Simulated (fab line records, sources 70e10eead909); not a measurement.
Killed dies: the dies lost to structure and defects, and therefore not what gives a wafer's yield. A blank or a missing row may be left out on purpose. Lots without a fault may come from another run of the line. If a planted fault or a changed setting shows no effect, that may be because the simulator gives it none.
Check of tool commonality + flow nand_harc + 13 lots and 39 wafers in the sample

== REASON IT WAS OPENED ==
Flagged at NHARC_P_STI_CD_MEAS_09: reading cd_nm, on 1 of 13 lots. No-fault wafers: 200.1 nm, standard deviation 2.5.
Rule: a lot is flagged when every wafer of it that has a number lies more than 4 standard deviations from that mean, or none has a number. The rest of the lots are taken to be sound.

| lot  | measured     | on        | cd_nm (nm), wafer by wafer | flag    |
|------|--------------|-----------|----------------------------|---------|
| L877 | day 3 01:24  | cd_sem-01 | 201.6 202.0 200.2          |         |
| L879 | day 3 16:26  | cd_sem-03 | 201.5 202.2 200.0          |         |
| L880 | day 4 00:49  | cd_sem-03 | 202.4 202.6 200.5          |         |
| L881 | day 4 11:03  | cd_sem-02 | 204.1 202.3 204.0          |         |
| L882 | day 4 21:57  | cd_sem-02 | 201.5 199.6 200.8          |         |
| L883 | day 5 08:46  | cd_sem-01 | 198.6 197.0 193.5          |         |
| L884 | day 5 21:16  | cd_sem-01 | 201.1 197.4 200.4          |         |
| L886 | day 6 13:57  | cd_sem-01 | 198.1 204.1 199.6          |         |
| L887 | day 7 00:07  | cd_sem-02 | 202.6 200.1 199.1          |         |
| L888 | day 7 11:11  | cd_sem-01 | 196.8 201.5 198.2          |         |
| L889 | day 7 18:38  | cd_sem-01 | 175.2 181.2 183.8          | FLAGGED |
| L899 | day 12 00:01 | cd_sem-03 | 199.7 196.3 202.4          |         |
| L900 | day 12 08:25 | cd_sem-03 | 200.6 201.5 200.1          |         |
Average over the flagged lots: 180.1 nm; offset from the usual -20.0 nm, equal to -8 standard deviations.

== WHICH TOOL RAN EACH LOT ==
The record holds 3 process steps before the reading, out of a route of 1302 steps. Read each cell as the tool, then ch plus the chambers that the sampled wafers visited, then the start.
| lot  | flag    | NHARC_P_ZERO_WELL_ETCH_65          | NHARC_P_ZERO_WELL_DESCUM_54        | NHARC_P_STI_EXPOSE_06             |
|------|---------|------------------------------------|------------------------------------|-----------------------------------|
| L877 |         | rie_diel-11 ch 0,1, day 1 21:30    | rie_diel-09 ch 0,1,2, day 2 02:06  | krf_scanner-01 ch 0, day 3 01:15  |
| L879 |         | rie_diel-11 ch 0,2,3, day 2 17:35  | rie_diel-11 ch 0,3, day 2 21:54    | krf_scanner-01 ch 0, day 3 16:17  |
| L880 |         | rie_diel-13 ch 0,1,2, day 3 03:22  | rie_diel-13 ch 0,2,3, day 3 07:55  | krf_scanner-03 ch 0, day 4 00:40  |
| L881 |         | rie_diel-11 ch 0,2,3, day 3 13:29  | rie_diel-09 ch 0,1,2, day 3 18:10  | krf_scanner-04 ch 0, day 4 10:54  |
| L882 |         | rie_diel-09 ch 1,2, day 3 23:27    | rie_diel-13 ch 1,2,3, day 4 03:53  | krf_scanner-04 ch 0, day 4 21:49  |
| L883 |         | rie_diel-09 ch 0,2, day 4 09:29    | rie_diel-13 ch 0,2,3, day 4 13:43  | krf_scanner-03 ch 0, day 5 08:37  |
| L884 |         | rie_diel-09 ch 0,2,3, day 4 19:34  | rie_diel-11 ch 1,2,3, day 5 03:58  | krf_scanner-01 ch 0, day 5 21:07  |
| L886 |         | rie_diel-13 ch 0,2,3, day 5 15:58  | rie_diel-09 ch 0,2,3, day 5 20:35  | krf_scanner-04 ch 0, day 6 13:48  |
| L887 |         | rie_diel-13 ch 0,2,3, day 6 01:29  | rie_diel-13 ch 0,1,2, day 6 05:50  | krf_scanner-03 ch 0, day 6 23:57  |
| L888 |         | rie_diel-13 ch 2,3, day 6 11:29    | rie_diel-13 ch 0,1,2, day 6 15:49  | krf_scanner-01 ch 0, day 7 11:02  |
| L889 | FLAGGED | rie_diel-11 ch 0,1,2, day 6 21:22  | rie_diel-11 ch 0,1,3, day 7 01:50  | krf_scanner-03 ch 0, day 7 18:29  |
| L899 |         | rie_diel-09 ch 1,2,3, day 11 01:29 | rie_diel-13 ch 0,2, day 11 06:01   | krf_scanner-03 ch 0, day 11 23:52 |
| L900 |         | rie_diel-09 ch 0,1,2, day 11 11:29 | rie_diel-13 ch 1,2,3, day 11 15:41 | krf_scanner-03 ch 0, day 12 08:17 |
What is done by these steps:
- NHARC_P_ZERO_WELL_ETCH_65: etches the open film in N2/H2, target depth 80 nm, overetch 24 nm, time 87.88 s.
- NHARC_P_ZERO_WELL_DESCUM_54: chemistry O2, time 3 s.
- NHARC_P_STI_EXPOSE_06: exposes mask P STI, target cd 200 nm.
- NHARC_P_STI_CD_MEAS_09: target cd 200 nm.

== FLAGGED OVER TOTAL, TOOL BY TOOL (the gauges that took the reading come last) ==
| step                        | tool           | lots run | flagged | share of the flagged lots | sound lots run after its first flagged lot |
|-----------------------------|----------------|----------|---------|---------------------------|--------------------------------------------|
| NHARC_P_ZERO_WELL_ETCH_65   | rie_diel-09    | 5        | 0       | none                      | -                                          |
| NHARC_P_ZERO_WELL_ETCH_65   | rie_diel-11    | 4        | 1       | all                       | 0                                          |
| NHARC_P_ZERO_WELL_ETCH_65   | rie_diel-13    | 4        | 0       | none                      | -                                          |
| NHARC_P_ZERO_WELL_DESCUM_54 | rie_diel-09    | 3        | 0       | none                      | -                                          |
| NHARC_P_ZERO_WELL_DESCUM_54 | rie_diel-11    | 3        | 1       | all                       | 0                                          |
| NHARC_P_ZERO_WELL_DESCUM_54 | rie_diel-13    | 7        | 0       | none                      | -                                          |
| NHARC_P_STI_EXPOSE_06       | krf_scanner-01 | 4        | 0       | none                      | -                                          |
| NHARC_P_STI_EXPOSE_06       | krf_scanner-03 | 6        | 1       | all                       | 2 (L899,L900)                              |
| NHARC_P_STI_EXPOSE_06       | krf_scanner-04 | 3        | 0       | none                      | -                                          |
| NHARC_P_STI_CD_MEAS_09      | cd_sem-01      | 6        | 1       | all                       | 0                                          |
| NHARC_P_STI_CD_MEAS_09      | cd_sem-02      | 3        | 0       | none                      | -                                          |
| NHARC_P_STI_CD_MEAS_09      | cd_sem-03      | 4        | 0       | none                      | -                                          |

== WHAT IS ALLOWED BY THE TABLE ==
4 rows of the table ran every flagged lot: rie_diel-11 at NHARC_P_ZERO_WELL_ETCH_65, rie_diel-11 at NHARC_P_ZERO_WELL_DESCUM_54, krf_scanner-03 at NHARC_P_STI_EXPOSE_06, cd_sem-01 at NHARC_P_STI_CD_MEAS_09.
- rie_diel-11 at NHARC_P_ZERO_WELL_ETCH_65 ran 4 lots, 1 of them flagged. Its last sound lot is L881 (day 3 13:29), its first flagged lot L889 (day 6 21:22): a fault that began between those two fits.
- rie_diel-11 at NHARC_P_ZERO_WELL_DESCUM_54 ran 3 lots, 1 of them flagged. Its last sound lot is L884 (day 5 03:58), its first flagged lot L889 (day 7 01:50): a fault that began between those two fits.
- krf_scanner-03 at NHARC_P_STI_EXPOSE_06 ran 6 lots, 1 of them flagged. Lots that were sound ran on it after the first flagged one (L899, L900); a persistent fault on the entire tool would not allow that.
- cd_sem-01 at NHARC_P_STI_CD_MEAS_09 ran 6 lots, 1 of them flagged. Its last sound lot is L888 (day 7 11:11), its first flagged lot L889 (day 7 18:38): a fault that began between those two fits.
Counting lots can't tell these 2 tools apart, because each fits a fault that began at some hour. More lots, or a look at what each step does to the wafer, might.

== WHAT THE SIMULATOR PUT IN ==
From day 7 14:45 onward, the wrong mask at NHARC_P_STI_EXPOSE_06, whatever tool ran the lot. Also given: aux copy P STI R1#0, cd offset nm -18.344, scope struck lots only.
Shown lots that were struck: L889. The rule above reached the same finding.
